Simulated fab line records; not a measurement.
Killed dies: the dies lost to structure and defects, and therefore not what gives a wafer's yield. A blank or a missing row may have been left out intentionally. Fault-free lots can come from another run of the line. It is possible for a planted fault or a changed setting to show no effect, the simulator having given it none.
Which tool is to blame? -- flow nand harc -- 12 lots, 36 wafers sampled, at 1 step of a route of 1302

## WHAT EACH GAUGE READ, for each wafer
NHARC_P_M1_THK_MEAS_24: measures by xrf.
lot,measured,on,thk nm (nm)
L075,day 7 00:04,film metro-02,158.2 154.9 157.2
L077,day 7 14:50,film metro-02,155.8 154.1 160.6
L079,day 8 14:11,film metro-02,158.3 154.5 156.6
L081,day 9 05:43,film metro-02,153.7 156.3 156.4
L083,day 10 04:43,film metro-01,155.3 155.3 156.7
L085,day 11 00:08,film metro-01,158.8 155.1 156.2
L087,day 11 17:57,film metro-01,157.1 156.6 160.5
L089,day 12 17:36,film metro-01,156.9 156.3 162.8
L091,day 13 16:39,film metro-01,157.4 158.0 159.9
L093,day 14 11:07,film metro-01,157.9 157.9 154.9
L095,day 14 21:22,film metro-01,162.1 157.7 159.1
L097,day 16 02:29,film metro-01,157.5 159.6 158.0

## WHICH TOOL RAN EACH LOT (tool, then ch and the chambers of the sampled wafers, then the start)
No process step before these readings appears in the record.

## THE ANSWER, worked out from the rows above alone
Rule: the usual values come from the lots themselves. Put in order of their means at a reading, lots are off if they are a third of the lots or fewer, leave a main group of 4 or more, and stand apart from it by a gap of 3 or more times the standard deviation of the main group's means; of several such gaps the widest counts. A main group is skipped when, at the precision printed for the reading in the tables above, its means are all equal. A lot without any number at a reading at which 4 lots or more have one is off too. Where the step has rows for the other lots, those lots are counted as sound.
No lot is off at any reading shown: from this, nothing can be told.

## WHAT HAD BEEN PUT IN BY THE SIMULATOR
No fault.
